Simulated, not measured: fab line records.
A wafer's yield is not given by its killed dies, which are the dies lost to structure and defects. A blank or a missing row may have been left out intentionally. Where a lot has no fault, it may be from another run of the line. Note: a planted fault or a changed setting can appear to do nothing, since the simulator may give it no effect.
Chamber matching ; flow nand harc ; 4 sister chambers for NHARC_P_CONTACT_STRIP_28 on rie diel-11
The step strips in O2. 4 wafers are shown with their chamber, then 7 later ones without.

## WAFERS WITH THEIR CHAMBER
wafer;chamber;oes product au (a.u.)
L996.1;0;0.982
L997.6;3;0.992
L107.1;1;1.008
L107.4;2;0.999

## WAFERS WITH NO CHAMBER GIVEN
wafer;oes product au (a.u.)
L107.6;1.009
L112.1;1.025
L112.2;1.011
L112.5;1.010
L114.1;1.008
L114.2;1.008
L114.6;1.021

## CHAMBER TAKEN BY EACH
wafer;from the rows above;in truth
L107.6;can't be placed: 1 or 2 or 3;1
L112.1;can't be placed: 1 or 2 or 3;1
L112.2;can't be placed: 1 or 2 or 3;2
L112.5;can't be placed: 1 or 2 or 3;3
L114.1;can't be placed: 1 or 2 or 3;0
L114.2;can't be placed: 1 or 2 or 3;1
L114.6;can't be placed: 1 or 2 or 3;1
0 of 7 placed correctly. Cannot be placed on the basis of these rows: 7; the candidates contain the true chamber in 6. Number placed wrongly: 0.
How it was worked out, from the rows above alone: a wafer's distance from a chamber is the root of the sum, over the readings, of the square of ((its reading less the chamber's mean) divided by the reading's scatter). If the next closest chamber is less than 2 further off than the closest, the wafer can't be placed; otherwise it belongs to the closest. A chamber's mean is the mean of its shown wafers. The scatter: root of mean squared gap, hidden wafer to nearest shown wafer, with one shown wafer a chamber.
